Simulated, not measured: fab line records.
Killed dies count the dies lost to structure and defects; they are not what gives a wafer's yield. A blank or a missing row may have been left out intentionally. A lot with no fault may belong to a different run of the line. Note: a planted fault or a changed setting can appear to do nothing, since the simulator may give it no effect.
fab line records -- flow nand_harc -- part 2 of 2: steps 25 to 37 of 37
[record] lots = 5, wafers = 15, last_day = 32
route steps=1302 shown P_GATE@130
lots that met no fault: from a run of the same line without faults
start_h: hours from the record's first day to the start of the lot's first wafer shown -- wait_h: hours from the lot's prior step to this one -- " repeats the value in the row above -- L1.1+2: one row covering several wafers at once -- - either no value or no given start -- * or withheld: withheld -- < > ~ a bound
route shown NAME@n: a module of which the file shows steps, and the number in the route of the first -- usual: average and standard deviation across the fault-free wafers -- same: alike in all rows -- chamber/n: place in a boat -- sites: each site's reading -- _std_site: how widely they spread, as a standard deviation -- _edge_site: mean of outer sites minus mean of inner sites -- radius_mm: how far each site lies from the wafer's centre -- mask NAME#n: copy n -- behind: the last tool/chamber to shape the wafer -- hold: why the lot was held/for how many hours/how that ended -- device: which transistor (n, p or np) failed to switch -- end of line: tests run on the same wafers once the route is complete -- a step with no rows: only its recipe -- killed: the dies lost at the first sort to structure and to defects; this is not the yield of the wafer -- map: a wafer's dies, marking killed ones x, the rest . and places with no die _
set.NAME: the run value of the setting; set.NAME@STEP: its run value at that earlier step -- model.NAME: the simulator's own value behind a step, which no gauge read
a table for each step, a row for each wafer; lots at some steps of the route
services: when a tool's chamber went out of use (start_h, in hours from the record's first day, below 0 if earlier), for how many hours, and the reason
[[steps]]
[step NHARC_P_GATE_SRD_74]
lot.wafer,tool,chamber,start_h,wait_h
L074.1+2+6,wet_bench-04,"6,7,3",-,-
L077.1+6+5,wet_bench-06,"5,6,1",-,-
L086.5+3+4,wet_bench-04,"4,5,6",-,-
L088.4+5+1,wet_bench-06,"2,4,5",-,-
L094.3+1+4,wet_bench-04,"4,6,7",-,-
[step NHARC_P_GATE_ALD_36]
[recipe] target_thk_a = 200, pulse_time_s = 60, ald_cycles = 223, temp_c = 400, material = SiNx
[usual] heater_power_w = 809/43, precursor_pulse_height_rel = 1.000/0.02
[same] pulse_time_s = 60
lot.wafer,tool,chamber,start_h,wait_h,heater_power_w,precursor_pulse_height_rel
L074.1,ald_sin-01,3,106.22,-,833,0.986
L074.2,ald_sin-01,0,107.27,-,885,0.980
L074.6,ald_sin-01,2,109.35,-,873,1.000
L077.1,ald_sin-04,3,133.90,-,797,0.992
L077.6,ald_sin-04,1,135.98,-,757,0.995
L077.5,ald_sin-04,2,137.02,-,760,1.025
L086.3,ald_sin-04,1,220.61,-,772,0.983
L086.4,ald_sin-04,2,221.67,-,740,1.018
L086.5,ald_sin-04,2,225.93,-,743,0.956
L088.4,ald_sin-03,3,249.10,-,795,0.988
L088.1,ald_sin-03,1,251.20,-,811,0.993
L088.5,ald_sin-03,3,253.30,-,812,0.991
L094.3,ald_sin-04,0,306.42,-,785,0.986
L094.4,ald_sin-04,1,307.49,-,775,0.974
L094.1,ald_sin-04,3,309.63,-,801,1.014
[step NHARC_P_GATE_ETCHBACK_37]
[recipe] target_depth_a = 345, time_s = 17.2, chf3_flow_sccm = 50, o2_flow_sccm = 10, ar_flow_sccm = 200, rf_w = 500, bias_w = 200, chemistry = CHF3/O2
[usual] bias_w = 200.1/0.57, chamber_pressure_mTorr = 25.001/0.021, drypump_motor_current_A = 6.1/0.44, oes_product_au = 0.938/0.028, rf_vpp_V = 370.2/2.1, showerhead_plenum_p_Torr = 2.38/0.094, throttle_valve_pct = 20.573/0.009
lot.wafer,tool,chamber,start_h,wait_h,bias_w,chamber_pressure_mTorr,drypump_motor_current_A,oes_product_au,rf_hours_counter_h,rf_vpp_V,showerhead_plenum_p_Torr,throttle_valve_pct
L074.2,rie_diel-06,2,-,-,199.5,24.997,6.7,0.918,9,368.9,2.34,20.566
L074.1,rie_diel-06,3,-,-,200.2,24.981,6.6,0.930,9,370.3,2.42,20.575
L074.6,rie_diel-06,0,-,-,201.0,24.970,6.4,0.925,-,367.8,2.27,20.577
L077.1,rie_diel-13,1,-,-,200.1,25.013,6.0,0.999,11,373.4,2.55,20.566
L077.5,rie_diel-13,3,-,-,200.4,24.966,5.7,0.998,-,370.6,2.39,20.573
L077.6,rie_diel-13,0,-,-,199.3,25.024,6.5,0.998,-,372.4,2.51,20.567
L086.4,rie_diel-13,2,-,-,199.7,24.980,5.9,0.922,3,369.0,2.34,20.565
L086.3,rie_diel-13,0,-,-,199.4,25.016,6.5,0.924,3,372.3,2.50,20.579
L086.5,rie_diel-13,3,-,-,200.5,25.026,5.7,0.983,-,369.7,2.39,20.572
L088.1,rie_diel-13,2,-,-,201.5,24.987,5.9,0.937,5,369.2,2.34,20.565
L088.5,rie_diel-13,0,-,-,199.9,25.000,6.5,0.946,-,372.5,2.50,20.574
L088.4,rie_diel-13,2,-,-,200.5,24.993,5.9,0.935,-,369.0,2.34,20.560
L094.1,rie_diel-08,0,-,-,200.4,25.012,6.1,0.996,7,373.5,2.53,20.585
L094.3,rie_diel-08,1,-,-,199.4,25.018,5.7,0.998,8,369.1,2.32,20.574
L094.4,rie_diel-08,2,-,-,199.8,25.000,5.2,0.985,8,370.1,2.41,20.565
[step NHARC_P_GATE_STRIP_101]
[recipe] time_s = 20, o2_flow_sccm = 500, ar_flow_sccm = 0, bias_w = 0, chemistry = O2
[usual] chamber_pressure_mTorr = 60.00/0.059, drypump_motor_current_A = 6.1/0.46, oes_product_au = 0.995/0.012, rf_vpp_V = 57.6/0.79, showerhead_plenum_p_Torr = 3.50/0.13, throttle_valve_pct = 17.037/0.0084
[same] bias_w = 0
lot.wafer,tool,chamber,start_h,wait_h,chamber_pressure_mTorr,drypump_motor_current_A,oes_product_au,rf_hours_counter_h,rf_vpp_V,showerhead_plenum_p_Torr,throttle_valve_pct
L074.1,rie_diel-06,0,113.66,0.1,59.85,6.4,0.984,7,56.9,3.35,17.039
L074.2,rie_diel-06,1,113.66,0.1,59.86,5.5,0.996,6,58.0,3.34,17.041
L074.6,rie_diel-06,2,113.66,0.1,59.92,6.7,0.993,-,57.8,3.43,17.038
L077.1,rie_diel-13,0,141.33,0.1,59.97,6.5,0.989,12,58.5,3.68,17.030
L077.6,rie_diel-13,0,141.33,0.1,59.96,6.5,0.992,-,58.0,3.68,17.034
L077.5,rie_diel-13,1,141.33,0.1,59.91,6.0,0.988,-,58.4,3.74,17.050
L086.3,rie_diel-13,2,230.27,0.1,59.97,5.9,0.995,3,59.2,3.44,17.043
L086.4,rie_diel-13,0,230.27,0.1,59.91,6.5,1.002,3,58.0,3.67,17.050
L086.5,rie_diel-13,1,230.27,0.1,60.05,6.0,1.012,-,58.3,3.74,17.036
L088.1,rie_diel-13,3,258.70,0.1,60.09,5.7,0.982,4,57.7,3.51,17.048
L088.4,rie_diel-13,3,258.70,0.1,60.07,5.7,0.973,-,58.2,3.51,17.052
L088.5,rie_diel-13,0,258.70,0.1,60.02,6.5,1.013,-,59.0,3.67,17.033
L094.4,rie_diel-08,2,316.11,0.1,59.97,5.3,0.987,8,56.3,3.55,17.046
L094.1,rie_diel-08,3,316.11,0.1,60.00,5.6,0.988,8,58.9,3.35,17.030
L094.3,rie_diel-08,0,316.11,0.1,59.97,6.1,0.998,7,57.8,3.71,17.045
[step NHARC_P_GATE_PRECLEAN_97]
[recipe] time_s = 600, temp_c = 120, chemistry = SPM
lot.wafer,tool,chamber,start_h,wait_h
L074.1+6+2,wet_bench-05,"4,5,0",113.76,-
L077.5+1+6,wet_bench-05,"4,5,6",141.44,-
L086.5+4+3,wet_bench-06,"2,3,7",230.36,-
L088.4+1+5,wet_bench-06,"6,0,1",258.81,-
L094.4+1+3,wet_bench-05,"3,5,6",316.20,-
[step NHARC_P_GATE_SRD_98]
lot.wafer,tool,chamber,start_h,wait_h
L074.1+6+2,wet_bench-05,"4,5,0",-,-
L077.5+1+6,wet_bench-05,"4,5,6",-,-
L086.5+4+3,wet_bench-06,"2,3,7",-,-
L088.4+1+5,wet_bench-06,"6,0,1",-,-
L094.4+1+3,wet_bench-05,"3,5,6",-,-
[step NHARC_P_GATE_PRECLEAN_99]
[recipe] time_s = *, temp_c = 50, bath_age_min = 0, chemistry = SC1
lot.wafer,tool,chamber,start_h,wait_h
L074.1+6+2,wet_bench-05,"4,5,0",-,-
L077.5+1+6,wet_bench-05,"4,5,6",-,-
L086.5+4+3,wet_bench-06,"2,3,7",-,-
L088.4+1+5,wet_bench-06,"6,0,1",-,-
L094.4+1+3,wet_bench-05,"3,5,6",-,-
[step NHARC_P_GATE_SRD_100]
lot.wafer,tool,chamber,start_h,wait_h
L074.1+6+2,wet_bench-05,"4,5,0",-,-
L077.5+1+6,wet_bench-05,"4,5,6",-,-
L086.5+4+3,wet_bench-06,"2,3,7",-,-
L088.4+1+5,wet_bench-06,"6,0,1",-,-
L094.4+1+3,wet_bench-05,"3,5,6",-,-
[step NHARC_P_GATE_DEHYDRATE_38]
[recipe] temp_c = 150, time_s = 120
lot.wafer,tool,chamber,start_h,wait_h
L074.1+2+6,litho_track-02,0,114.15,-
L077.1+5+6,litho_track-03,0,141.82,-
L086.3+4+5,litho_track-05,0,230.76,-
L088.1+4+5,litho_track-02,0,259.19,-
L094.1+3+4,litho_track-03,0,316.60,-
[step NHARC_P_GATE_HMDS_39]
[recipe] time_s = 30
lot.wafer,tool,chamber,start_h,wait_h
L074.1+2+6,litho_track-02,0,-,-
L077.1+5+6,litho_track-03,0,-,-
L086.3+4+5,litho_track-05,0,-,-
L088.1+4+5,litho_track-02,0,-,-
L094.1+3+4,litho_track-03,0,-,-
[step NHARC_P_GATE_COAT_40]
[recipe] spin_rpm = 3000
lot.wafer,tool,chamber,start_h,wait_h
L074.1+2+6,litho_track-02,0,-,-
L077.1+5+6,litho_track-03,0,-,-
L086.3+4+5,litho_track-05,0,-,-
L088.1+4+5,litho_track-02,0,-,-
L094.1+3+4,litho_track-03,0,-,-
[step NHARC_P_GATE_SOFTBAKE_41]
[recipe] temp_c = 122, time_s = 95
lot.wafer,tool,chamber,start_h,wait_h
L074.1+2+6,litho_track-02,0,-,-
L077.1+5+6,litho_track-03,0,-,-
L086.3+4+5,litho_track-05,0,-,-
L088.1+4+5,litho_track-02,0,-,-
L094.1+3+4,litho_track-03,0,-,-
[step NHARC_P_GATE_EBR_42]
lot.wafer,tool,chamber,start_h,wait_h
L074.1+2+6,litho_track-02,0,-,-
L077.1+5+6,litho_track-03,0,-,-
L086.3+4+5,litho_track-05,0,-,-
L088.1+4+5,litho_track-02,0,-,-
L094.1+3+4,litho_track-03,0,-,-
[[services]]
tool,chamber,start_h,hours,kind
rie_diel-13,1,80.47,8.1,repair
wet_bench-05,-,84.80,8.0,pm
rie_diel-13,2,95.00,9.2,repair
litho_track-03,-,100.00,7.0,pm
rie_diel-13,-,122.65,2.1,repair
rie_diel-06,-,130.20,9.0,pm
rie_diel-13,2,156.02,1.6,repair
rie_diel-08,2,162.08,6.1,repair
rie_diel-13,-,165.04,9.0,pm
rie_diel-08,3,171.72,10.4,repair
litho_track-06,-,179.00,7.0,pm
rie_diel-13,3,184.78,24.1,repair
rie_diel-08,3,185.72,15.0,repair
wet_bench-06,-,193.60,8.0,pm
litho_track-04,-,203.00,7.0,pm
rie_diel-06,0,203.88,3.9,repair
litho_track-02,-,227.00,7.0,pm
rie_diel-06,-,228.42,2.5,repair
rie_diel-13,1,256.32,3.7,repair
wet_bench-05,-,260.80,8.0,pm
litho_track-03,-,275.00,7.0,pm
wet_bench-05,-,286.16,2.8,repair
rie_diel-06,3,295.90,8.2,repair
rie_diel-06,-,307.20,9.0,pm
